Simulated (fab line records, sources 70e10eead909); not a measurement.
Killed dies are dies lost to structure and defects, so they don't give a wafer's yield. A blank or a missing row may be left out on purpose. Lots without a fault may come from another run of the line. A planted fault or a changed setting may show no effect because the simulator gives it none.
Which tool did it? | flow nand_harc | 13 lots, 39 wafers sampled, at 6 steps of a route of 1302

WHAT THE GAUGES READ, wafer by wafer
NHARC_P_STI_INSPECT_11. Usual: raw_defect_count 5.7, standard deviation 2.9.
lot  | measured     | on                | raw_defect_count | flag
L176 | day 2 22:06  | defect_inspect-01 | 6 2 2            |
L179 | day 4 02:10  | defect_inspect-02 | 6 10 9           |
L181 | day 4 20:42  | defect_inspect-01 | 5 3 6            |
L182 | day 5 07:27  | defect_inspect-02 | 6 7 8            |
L184 | day 6 03:11  | defect_inspect-01 | 6 4 13           |
L185 | day 6 15:29  | defect_inspect-01 | 2 2 5            |
L186 | day 7 02:34  | defect_inspect-02 | 16 17 17         | OFF
L188 | day 7 19:10  | defect_inspect-01 | 9 1 7            |
L189 | day 8 04:58  | defect_inspect-02 | 22 21 19         | OFF
L190 | day 8 16:26  | defect_inspect-01 | 17 24 22         | OFF
L197 | day 11 17:09 | defect_inspect-01 | 2 10 6           |
L198 | day 11 23:56 | defect_inspect-01 | 10 8 11          |
L199 | day 12 08:29 | defect_inspect-01 | 6 11 11          |

NHARC_P_GATE_CD_MEAS_11: target cd 1640 nm. Usual: cd_nm 1639.9 nm, standard deviation 1.7.
lot  | measured     | on        | cd_nm (nm)           | flag
L176 | day 4 11:17  | cd_sem-02 | 1642.5 1642.2 1642.3 |
L179 | day 5 12:25  | cd_sem-02 | 1638.5 1639.3 1639.9 |
L181 | day 6 08:01  | cd_sem-01 | 1638.5 1640.6 1640.4 |
L182 | day 6 19:18  | cd_sem-02 | 1642.0 1640.1 1639.7 |
L184 | day 7 16:58  | cd_sem-03 | 1639.9 1639.3 1639.6 |
L185 | day 8 07:59  | cd_sem-02 | 1640.1 1640.7 1641.1 |
L186 | day 8 14:29  | cd_sem-03 | 1640.6 1639.8 1641.9 |
L188 | day 9 06:00  | cd_sem-02 | 1638.6 1640.4 1637.5 |
L189 | day 9 18:22  | cd_sem-01 | 1640.9 1639.7 1639.5 |
L190 | day 10 13:35 | cd_sem-03 | 1640.8 1641.1 1643.1 |
L197 | day 13 06:27 | cd_sem-03 | 1637.1 1637.6 1639.8 |
L198 | day 13 11:13 | cd_sem-02 | 1639.4 1638.8 1638.7 |
L199 | day 13 20:31 | cd_sem-02 | 1639.3 1640.5 1641.8 |

NHARC_END_SORT_01. Usual: killed_at_array 62, standard deviation 15; killed_at_other 0.8, standard deviation 1; killed_at_periphery 3.7, standard deviation 2.6; killed_dies 66, standard deviation 15; killed_open 3.1, standard deviation 1.8; killed_short 2.6, standard deviation 1.7.
lot  | measured     | on        | killed_at_array | killed_at_other | killed_at_periphery | killed_dies | killed_open | killed_short | flag
L186 | day 28 12:23 | prober-02 | 64 49 50        | 0 1 0           | 13 14 21            | 77 64 71    | 3 2 2       | 2 2 5        | OFF
L189 | day 29 03:23 | prober-02 | 78 88 96        | 0 0 0           | 25 20 14            | 103 108 110 | 5 2 2       | 1 1 2        | OFF
L190 | day 31 13:26 | prober-01 | 69 70 60        | 1 0 0           | 16 19 17            | 86 89 77    | 3 1 5       | 4 3 2        | OFF

WHICH TOOL RAN EACH LOT (tool, then ch and the chambers of the sampled wafers, then the start)
lot  | NHARC_P_ZERO_WELL_PRECLEAN_00       | NHARC_P_GATE_STRIP_111               | NHARC_P_GATE_RTA_64
L176 | wet_bench-07 ch 0,3,7, day 1 20:08  | plasma_asher-02 ch 0,1, day 5 13:33  | rtp_anneal-02 ch 0, day 5 18:21
L179 | wet_bench-07 ch 1,4,6, day 3 02:07  | plasma_asher-02 ch 0,1, day 6 14:40  | rtp_anneal-01 ch 0, day 6 19:11
L181 | wet_bench-05 ch 1,5,6, day 3 22:07  | plasma_asher-02 ch 0,1, day 7 12:49  | rtp_anneal-01 ch 0, day 7 17:28
L182 | wet_bench-01 ch 2,4,5, day 4 08:08  | plasma_asher-02 ch 0,1, day 8 04:58  | rtp_anneal-01 ch 0, day 8 09:38
L184 | wet_bench-05 ch 0,4,7, day 5 04:08  | plasma_asher-02 ch 0,1, day 8 20:31  | rtp_anneal-01 ch 0, day 9 01:17
L185 | wet_bench-01 ch 0,2,4, day 5 14:07  | plasma_asher-02 ch 0,1, day 9 11:25  | rtp_anneal-01 ch 0, day 9 16:09
L186 | wet_bench-01 ch 1,3,5, day 6 00:08  | plasma_asher-02 ch 0,1, day 9 19:04  | rtp_anneal-02 ch 0, day 9 23:43
L188 | wet_bench-05 ch 0,6,7, day 6 20:08  | plasma_asher-01 ch 0,1, day 10 08:13 | rtp_anneal-02 ch 0, day 10 12:58
L189 | wet_bench-01 ch 3,4,5, day 7 06:08  | plasma_asher-02 ch 0,1, day 10 20:49 | rtp_anneal-02 ch 0, day 11 01:31
L190 | wet_bench-01 ch 1,3,4, day 7 16:07  | plasma_asher-02 ch 0,1, day 11 21:53 | rtp_anneal-02 ch 0, day 12 02:30
L197 | wet_bench-01 ch 3,4,6, day 10 14:08 | plasma_asher-01 ch 0,1, day 14 11:25 | rtp_anneal-01 ch 0, day 14 16:02
L198 | wet_bench-01 ch 0,6,7, day 11 00:09 | plasma_asher-01 ch 0,1, day 14 15:25 | rtp_anneal-02 ch 0, day 14 19:59
L199 | wet_bench-01 ch 2,4,5, day 11 10:08 | plasma_asher-01 ch 0,1, day 14 23:05 | rtp_anneal-02 ch 0, day 15 03:32
- NHARC_P_ZERO_WELL_PRECLEAN_00: cleans in SPM, time 600 s.
- NHARC_P_GATE_STRIP_111: strips in N2/H2, time 250 s.
- NHARC_P_GATE_RTA_64: time 1 s.

WHAT THE TOOLS THEMSELVES READ (means of the sampled wafers that have a number; where no wafer has one, the mark that the record gives instead)
NHARC_P_GATE_STRIP_111. Usual: drypump_motor_current_A 6.20 A, standard deviation 0.21; heater_power_w 90 W, standard deviation 9.5.
lot  | tool            | drypump_motor_current_A (A) | heater_power_w (W) | flag
L176 | plasma_asher-02 | 6.40                        | 100                |
L179 | plasma_asher-02 | 6.35                        | 99                 |
L181 | plasma_asher-02 | 6.39                        | 101                |
L182 | plasma_asher-02 | 6.40                        | 99                 |
L184 | plasma_asher-02 | 6.40                        | 100                |
L185 | plasma_asher-02 | 6.39                        | 100                |
L186 | plasma_asher-02 | 6.35                        | 98                 |
L188 | plasma_asher-01 | 6.06                        | 80                 |
L189 | plasma_asher-02 | 6.35                        | 99                 |
L190 | plasma_asher-02 | 6.39                        | 99                 |
L197 | plasma_asher-01 | 6.07                        | 79                 |
L198 | plasma_asher-01 | 5.97                        | 82                 |
L199 | plasma_asher-01 | 6.07                        | 80                 |

NHARC_P_GATE_RTA_64. Usual: lamp_power_pct 34 %, standard deviation 4.3; lamp_zone_3_pct 34 %, standard deviation 4.3; wafer_temp_C_max 1055.8, standard deviation 2.4.
lot  | tool          | lamp_power_pct (%) | lamp_zone_3_pct (%) | wafer_temp_C_max | flag
L176 | rtp_anneal-02 | 30                 | 30                  | 1058.3           |
L179 | rtp_anneal-01 | 38                 | 38                  | 1053.8           |
L181 | rtp_anneal-01 | 38                 | 38                  | 1053.2           |
L182 | rtp_anneal-01 | 38                 | 38                  | 1053.1           |
L184 | rtp_anneal-01 | 38                 | 38                  | 1053.8           |
L185 | rtp_anneal-01 | 38                 | 38                  | 1053.6           |
L186 | rtp_anneal-02 | 30                 | 30                  | 1057.8           |
L188 | rtp_anneal-02 | 30                 | 30                  | 1057.8           |
L189 | rtp_anneal-02 | 30                 | 30                  | 1058.3           |
L190 | rtp_anneal-02 | 30                 | 30                  | 1058.1           |
L197 | rtp_anneal-01 | 38                 | 38                  | 1054.5           |
L198 | rtp_anneal-02 | 30                 | 30                  | 1058.9           |
L199 | rtp_anneal-02 | 30                 | 30                  | 1057.2           |

THE ANSWER, worked out from the rows above alone
Rule: a lot is off if the mean of its wafers that have a number lies more than 3 standard deviations from the usual mean. A lot without any number at a reading at which 4 lots or more have one is off too. The other lots that the step has rows for count as sound. The gauges are gone through in route order, then the tools' own readings, and for those a lot's mean is taken as printed above. The first step at which some lot is off is used, and at that step the reading that is off furthest; a lot without a number counts as furthest.
Off: L186, L189, L190, at NHARC_P_STI_INSPECT_11 (raw_defect_count).
A tool fits if, at a process step before that reading, it ran every lot that is off, and no sound lot after the first of them. The gauges at NHARC_P_STI_INSPECT_11 aren't tried: what is off there is off at NHARC_END_SORT_01 too, on other tools, and a gauge's error can't cause that. None of those tried fits.

WHAT THE SIMULATOR HAD PUT IN
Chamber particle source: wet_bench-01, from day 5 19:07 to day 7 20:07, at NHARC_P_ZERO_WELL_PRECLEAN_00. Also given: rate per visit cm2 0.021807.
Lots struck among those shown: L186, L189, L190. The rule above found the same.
